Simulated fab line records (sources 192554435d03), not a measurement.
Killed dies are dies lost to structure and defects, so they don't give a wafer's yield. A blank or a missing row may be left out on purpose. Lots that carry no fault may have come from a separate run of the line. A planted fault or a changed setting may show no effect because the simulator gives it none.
A struck lot beside a sound one :: flow n5_finfet :: 14 out of 1938 route steps
Sound: wafers L718.2, L718.3, L718.5. Wafers struck: L715.1, L715.2, L715.5. Last of all comes the cause.
For every step that has rows: the tool of each side, followed by ch and its chambers, followed by its first start. Under that, the readings that differ: sound wafers :: struck wafers :: difference of the means :: sigmas: that difference in standard deviations of wafers without a fault.
alike: readings with means less than 2 such deviations apart, plus words and numbers identical on both sides. not compared: withheld readings, readings lacking a value on some wafer, bounds such as >300 that could conceal the same value, and numbers that have no deviation in the record and whose values overlap.
The two part at a step that has a row with sigmas, a row that says differs or no value, or rows on one side only. Numbers that have no deviation but don't overlap get no sigmas and don't part them. A reading missing from all wafers of one side parts the sides only when that side holds two or more wafers.

N5_PASSIVATION_STRIP_34: strips in O2.
  sound on rie_diel-06 ch 0,1,2, day 17 03:32; struck on rie_diel-06 ch 1,2,3, day 17 01:55
  alike: drypump_motor_current_A, oes_product_au, rf_vpp_V, showerhead_plenum_p_Torr, throttle_valve_pct
  not compared: rf_hours_counter_h
then, 4 steps without rows for these wafers: N5_PASSIVATION_STRIP_51 (strips in post etch residue remover, time 1200 s); N5_PASSIVATION_CLEAN_69 (cleans in IPA, time 180 s); N5_PASSIVATION_SRD_70 (time 30 s); N5_PASSIVATION_PECVD_53 (deposits SiO2 from TEOS/O2, target thk 800 nm, time 169.4 s).
N5_PASSIVATION_PECVD_35: deposits SiNx from SiH4/NH3/N2, target thk 700 nm, time 151.3 s.
  sound on pecvd-03 ch 0,2, day 17 04:12; struck on pecvd-02 ch 0,1,2, day 17 02:32
  alike: heater_power_outer_w, heater_power_w, showerhead_plenum_p_Torr, throttle_valve_pct
then, 6 steps without rows for these wafers: N5_PASSIVATION_HMDS_37 (time 60 s); N5_PASSIVATION_COAT_38; N5_PASSIVATION_EBR_40; N5_PASSIVATION_SOFTBAKE_39 (time 120 s); N5_PASSIVATION_EXPOSE_41 (exposes mask PASS OPEN, defocus 0 nm, target cd 40000 nm); N5_PASSIVATION_PEB_42.
N5_PASSIVATION_DEVELOP_43: develop time 60 s.
  sound on litho_track-04 ch 0, day 17 04:34; struck on litho_track-03, day 17 02:52
  no value came back on the struck wafers for chill_plate_temp_C (C), develop_time_s (s); on the sound wafers chill_plate_temp_C (C) reads 23.01 23.10 23.11
then, 1 step without rows for these wafers: N5_PASSIVATION_HARDBAKE_45 (time 120 s).

== WHERE THEY PART ==
At N5_PASSIVATION_DEVELOP_43 and nowhere else, as far as this record goes.

WHY: the cause the simulator had injected
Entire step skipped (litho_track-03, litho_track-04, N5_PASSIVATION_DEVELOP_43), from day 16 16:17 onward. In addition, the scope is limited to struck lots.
